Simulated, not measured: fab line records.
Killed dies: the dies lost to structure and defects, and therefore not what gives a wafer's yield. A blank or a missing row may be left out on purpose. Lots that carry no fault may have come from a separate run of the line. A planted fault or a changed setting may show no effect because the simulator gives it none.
Split-lot trial + flow n5_finfet + 21 wafers read from 7 lots, route of 1938 steps

ON THE SPLIT
At N5_BEOL_M12_TRENCH_ETCH_34 (etches SiOC in C4F8/O2/Ar, target depth 318.95 nm, time 125.5 s), the setting time_s was moved away from the recipe's 125.5 s on 7 of the 21 wafers read, by -15.5% to +16.9%. All remaining wafers had this setting at the recipe value.

FROM SPLIT TO READING: 1 step shown by the file between the two
- N5_BEOL_M12_STRIP_70: strips in C4F8/O2/Ar

THE READING
trench_depth_nm, in nm, at N5_BEOL_M12_OCD_MEAS_35. Typical for fault-free wafers on this fab line: 319 nm, with standard deviation 3.5 nm.

| wafer  | tool, chamber at the split | time_s as run, s | against the recipe | trench_depth_nm, nm | against lot-mates on the recipe |
|--------|----------------------------|------------------|--------------------|---------------------|---------------------------------|
| L074.1 | rie_diel-01, 0             | 134.3            | +7.0%              | 348                 | +27                             |
| L074.3 | rie_diel-01, 2             | 134.3            | +7.0%              | 341                 | +20                             |
| L074.4 | rie_diel-01, 0             | 125.5            | recipe             | 321                 | -                               |
| L077.1 | rie_diel-03, 0             | 125.5            | recipe             | 321                 | -                               |
| L077.4 | rie_diel-03, 3             | 106              | -15.5%             | 272                 | -46                             |
| L077.5 | rie_diel-03, 2             | 125.5            | recipe             | 314                 | -                               |
| L076.1 | rie_diel-02, 3             | 125.5            | recipe             | 316                 | -                               |
| L076.3 | rie_diel-02, 2             | 125.5            | recipe             | 316                 | -                               |
| L076.6 | rie_diel-02, 1             | 117.3            | -6.5%              | 298                 | -18                             |
| L086.1 | rie_diel-03, 1             | 125.5            | recipe             | 314                 | -                               |
| L086.5 | rie_diel-03, 3             | 125.5            | recipe             | 320                 | -                               |
| L086.6 | rie_diel-03, 0             | 125.5            | recipe             | 321                 | -                               |
| L088.1 | rie_diel-02, 0             | 137.8            | +9.8%              | 347                 | +35                             |
| L088.3 | rie_diel-02, 1             | 137.8            | +9.8%              | 345                 | +33                             |
| L088.6 | rie_diel-02, 0             | 125.5            | recipe             | 312                 | -                               |
| L094.1 | rie_diel-01, 1             | 125.5            | recipe             | 322                 | -                               |
| L094.4 | rie_diel-01, 2             | 125.5            | recipe             | 319                 | -                               |
| L094.5 | rie_diel-01, 1             | 125.5            | recipe             | 321                 | -                               |
| L096.1 | rie_diel-02, 2             | 146.7            | +16.9%             | 374                 | +55                             |
| L096.3 | rie_diel-02, 1             | 125.5            | recipe             | 319                 | -                               |
| L096.6 | rie_diel-02, 1             | 125.5            | recipe             | 319                 | -                               |

THE FIT
A straight line over all 21 wafers: trench_depth_nm changes by +3.13 nm for each +1% of time_s; r = +0.99; the points scatter about the line by 3.5 nm.
The same after taking each lot's own level away (the mean of its wafers on the recipe; 21 wafers): +3.17 nm for each +1%; r = +0.99; scatter 2.5 nm.
That fit puts the effect of the largest move of time_s on the reading at 54 nm.
The span of the lots' own levels, 312.0 to 321.0 nm, comes to 2.6 times the standard deviation stated above.
Consequently the slope shifts little with the lot-to-lot level, the two slopes agreeing.
Check: for one of the wafers moved furthest among these (+16.9%), held out of the fit, the line's prediction against its lot-mates is +54 nm. Against them it came out at +55 nm.

THESE WAFERS: OTHER SPLITS
Before the reading, these wafers also passed through other splits. Each is held against what the fit with the lots' levels taken away leaves over:
| other split on the same wafers    | wafers away from the commonest value | r with trench_depth_nm (lot level and that fit taken away) |
|-----------------------------------|--------------------------------------|------------------------------------------------------------|
| N5_BEOL_M9_EXPOSE_08 dose_mj      | 3                                    | +0.33                                                      |
| N5_BEOL_M9_ETCH_62 source_w       | 7                                    | +0.30                                                      |
| N5_BEOL_M10_TRENCH_ETCH_37 time_s | 8                                    | +0.09                                                      |
| N5_BEOL_M10_CMP_52 platen_rpm     | 5                                    | +0.09                                                      |
| N5_BEOL_M12_ETCH_67 source_w      | 8                                    | +0.08                                                      |

THE WHOLE CHAIN: every reading that the file lists as answering this split, in the file's order
| step                       | what it does                                                    | reading                                                                       | change (the file's fit)              | r (the file's) |
|----------------------------|-----------------------------------------------------------------|-------------------------------------------------------------------------------|--------------------------------------|----------------|
| N5_BEOL_M12_TRENCH_ETCH_34 | etches SiOC in C4F8/O2/Ar, target depth 318.95 nm, time 125.5 s | etch.depth_nm (the simulator's own value, which no gauge read)                | +3.18 nm for each +1% of the setting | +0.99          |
| N5_BEOL_M12_OCD_MEAS_35    |                                                                 | trench_depth_nm                                                               | +3.15 nm for each +1% of the setting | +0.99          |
| N5_BEOL_M12_CMP_49         | polishes, stops on SiOC, t overpolish 20.6 s, target thk 320 nm | Cu_of_BEOL_M12_ECD_47.thk_nm (the simulator's own value, which no gauge read) | +3.19 nm for each +1% of the setting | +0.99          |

THE FILE'S OWN FIT
trench_depth_nm changes by +3.15 nm for each +1% of time_s, r = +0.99.
